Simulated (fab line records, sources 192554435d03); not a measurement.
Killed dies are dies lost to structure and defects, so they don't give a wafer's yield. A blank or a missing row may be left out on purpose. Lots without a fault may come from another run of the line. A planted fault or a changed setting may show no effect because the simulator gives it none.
Chamber matching | flow n5_finfet | N5_BEOL_M11_PECVD_70 on pecvd-04: 3 sister chambers
The step deposits SiO2 from TEOS/O2, target thk 20 nm, time 22.7 s. 14 wafers are shown with their chamber, then 7 later ones without.

WAFERS WITH THEIR CHAMBER
wafer  | chamber | throttle_valve_pct (%) | heater_power_w (W) | heater_power_outer_w (W)
L308.1 | 2       | 20.9                   | 719                | 427
L308.4 | 2       | 20.8                   | 711                | 423
L308.6 | 1       | 21.4                   | 901                | 552
L317.1 | 2       | 21.2                   | 645                | 377
L317.4 | 2       | 21.0                   | 635                | 376
L317.5 | 0       | 22.6                   | 764                | 389
L319.1 | 2       | 21.3                   | 625                | 374
L319.5 | 0       | 22.6                   | 722                | 372
L319.6 | 1       | 21.2                   | 797                | 485
L320.1 | 1       | 21.5                   | 804                | 459
L320.2 | 2       | 21.1                   | 610                | 371
L320.4 | 2       | 21.2                   | 602                | 363
L323.4 | 0       | 22.5                   | 776                | 413
L323.5 | 1       | 21.5                   | 805                | 469

SIGNATURES (means of the wafers above)
reading              | chamber 0 | chamber 1 | chamber 2 | scatter within a chamber
throttle_valve_pct   | 22.567    | 21.400    | 21.071    | 0.154
heater_power_w       | 754.00    | 826.75    | 649.57    | 45
heater_power_outer_w | 391.33    | 491.25    | 387.29    | 30.5
Rule: a wafer's distance from a chamber is the root of the sum, over the readings, of the square of ((its reading less the chamber's mean) divided by the reading's scatter). The wafer belongs to the nearest chamber; if the next one is less than 2 further off, it can't be placed. The scatter: the root of (the sum of the squares of (reading less its chamber's mean) over the shown wafers, divided by (wafers less chambers)).

WAFERS WITHOUT THEIR CHAMBER
wafer  | throttle_valve_pct (%) | heater_power_w (W) | heater_power_outer_w (W)
L323.6 | 21.4                   | 772                | 476
L305.2 | 22.5                   | 719                | 356
L305.3 | 21.6                   | 931                | 536
L305.5 | 21.6                   | 896                | 537
L326.1 | 21.4                   | 676                | 440
L326.3 | 22.5                   | 728                | 377
L326.6 | 22.3                   | 742                | 387

WHICH CHAMBER EACH WENT THROUGH
wafer  | from the rows above     | in truth
L323.6 | 1                       | 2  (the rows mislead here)
L305.2 | 0                       | 0
L305.3 | 1                       | 1
L305.5 | 1                       | 1
L326.1 | can't be placed: 2 or 1 | 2
L326.3 | 0                       | 0
L326.6 | 0                       | 0
Placed correctly: 5 of 7. Can't be placed from these rows: 1 (the true chamber is among the candidates in 1). Placed wrongly: 1.
